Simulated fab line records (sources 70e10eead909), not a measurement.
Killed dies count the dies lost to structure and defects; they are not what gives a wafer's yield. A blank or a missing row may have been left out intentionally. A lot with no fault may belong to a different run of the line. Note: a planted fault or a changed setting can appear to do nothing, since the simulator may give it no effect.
Chamber matching || flow nand_harc || rie_diel-07 running NHARC_P_M2_STRIP_18: 4 sister chambers
The step strips in N2/H2. 8 wafers are shown with their chamber, then 8 later ones without.

## WAFERS WITH THEIR CHAMBER
{"wafer": "L076.5", "chamber": 2, "oes_product_au (a.u.)": 1.006, "rf_vpp_V (V)": 92.2}
{"wafer": "L082.2", "chamber": 0, "oes_product_au (a.u.)": 1.000, "rf_vpp_V (V)": 91.3}
{"wafer": "L082.3", "chamber": 3, "oes_product_au (a.u.)": 1.016, "rf_vpp_V (V)": 89.1}
{"wafer": "L082.5", "chamber": 1, "oes_product_au (a.u.)": 1.011, "rf_vpp_V (V)": 90.1}
{"wafer": "L083.1", "chamber": 3, "oes_product_au (a.u.)": 0.998, "rf_vpp_V (V)": 91.1}
{"wafer": "L083.2", "chamber": 0, "oes_product_au (a.u.)": 1.004, "rf_vpp_V (V)": 89.9}
{"wafer": "L083.4", "chamber": 1, "oes_product_au (a.u.)": 1.005, "rf_vpp_V (V)": 91.0}
{"wafer": "L087.1", "chamber": 2, "oes_product_au (a.u.)": 1.024, "rf_vpp_V (V)": 91.6}

## WAFERS MISSING THEIR CHAMBER
{"wafer": "L087.2", "oes_product_au (a.u.)": 1.005, "rf_vpp_V (V)": 90.4}
{"wafer": "L087.3", "oes_product_au (a.u.)": 0.997, "rf_vpp_V (V)": 89.0}
{"wafer": "L093.1", "oes_product_au (a.u.)": 1.012, "rf_vpp_V (V)": 91.0}
{"wafer": "L093.4", "oes_product_au (a.u.)": 0.991, "rf_vpp_V (V)": 90.4}
{"wafer": "L093.5", "oes_product_au (a.u.)": 0.994, "rf_vpp_V (V)": 90.0}
{"wafer": "L097.1", "oes_product_au (a.u.)": 1.000, "rf_vpp_V (V)": 92.4}
{"wafer": "L097.2", "oes_product_au (a.u.)": 1.018, "rf_vpp_V (V)": 90.9}
{"wafer": "L097.4", "oes_product_au (a.u.)": 1.006, "rf_vpp_V (V)": 93.0}

## WHICH CHAMBER EACH WENT THROUGH
{"wafer": "L087.2", "from the rows above": "can't be placed: 1 or 3 or 0 or 2", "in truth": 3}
{"wafer": "L087.3", "from the rows above": "can't be placed: 3 or 0 or 1", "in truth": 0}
{"wafer": "L093.1", "from the rows above": "can't be placed: 1 or 2 or 3 or 0", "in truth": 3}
{"wafer": "L093.4", "from the rows above": "can't be placed: 0 or 3 or 1 or 2", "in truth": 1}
{"wafer": "L093.5", "from the rows above": "can't be placed: 0 or 3 or 1 or 2", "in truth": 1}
{"wafer": "L097.1", "from the rows above": "can't be placed: 2 or 0 or 1 or 3", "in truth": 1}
{"wafer": "L097.2", "from the rows above": "can't be placed: 2 or 1 or 3 or 0", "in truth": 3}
{"wafer": "L097.4", "from the rows above": "can't be placed: 2 or 0 or 1 or 3", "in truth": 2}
Correctly placed: 0 of 8. From these rows, 8 cannot be placed; in 8 the true chamber is one of the candidates. 0 placed wrongly.
How it was worked out, from the rows above alone: a wafer's distance from a chamber is the root of the sum, over the readings, of the square of ((its reading less the chamber's mean) divided by the reading's scatter). The wafer belongs to the nearest chamber; if the next one is less than 2 further off, it can't be placed. For every chamber, the mean is computed from those of its wafers that are shown. The scatter is the square root of a quotient: the sum, over the shown wafers, of each reading's squared deviation from its chamber's mean, divided by wafers minus chambers.
